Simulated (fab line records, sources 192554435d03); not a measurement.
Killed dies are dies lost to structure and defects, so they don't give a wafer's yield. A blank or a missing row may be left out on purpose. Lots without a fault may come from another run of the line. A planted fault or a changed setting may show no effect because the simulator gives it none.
Chamber matching | flow n5_finfet | N5_ILD0_ALD_15 on ald_sin-02: 4 sister chambers
The step deposits SiNx, target thk 24 nm, pulse time 1 s, ald cycles 480. 4 wafers are shown with their chamber, then 12 later ones without.

WAFERS WITH THEIR CHAMBER
wafer  | chamber | heater_power_w (W)
L085.4 | 2       | 775
L085.6 | 1       | 1106
L089.5 | 0       | 947
L089.6 | 3       | 833

WAFERS WITHOUT THEIR CHAMBER
wafer  | heater_power_w (W)
L090.1 | 778
L090.2 | 846
L090.5 | 1164
L094.1 | 1165
L094.4 | 856
L094.6 | 954
L095.1 | 1163
L095.3 | 791
L095.4 | 829
L096.1 | 1138
L096.3 | 853
L096.4 | 972

WHICH CHAMBER EACH WENT THROUGH
wafer  | from the rows above     | in truth
L090.1 | can't be placed: 2 or 3 | 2
L090.2 | can't be placed: 3 or 2 | 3
L090.5 | 1                       | 1
L094.1 | 1                       | 1
L094.4 | can't be placed: 3 or 2 | 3
L094.6 | 0                       | 0
L095.1 | 1                       | 1
L095.3 | can't be placed: 2 or 3 | 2
L095.4 | can't be placed: 3 or 2 | 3
L096.1 | 1                       | 1
L096.3 | can't be placed: 3 or 2 | 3
L096.4 | 0                       | 0
Placed correctly: 6 of 12. Can't be placed from these rows: 6 (the true chamber is among the candidates in 6). Placed wrongly: 0.
How it was worked out, from the rows above alone: a wafer's distance from a chamber is the root of the sum, over the readings, of the square of ((its reading less the chamber's mean) divided by the reading's scatter). The wafer belongs to the nearest chamber; if the next one is less than 2 further off, it can't be placed. A chamber's mean is the mean of its shown wafers. The scatter: with one shown wafer a chamber, the root of the mean of the squares of how far each hidden wafer lies from its nearest shown one.
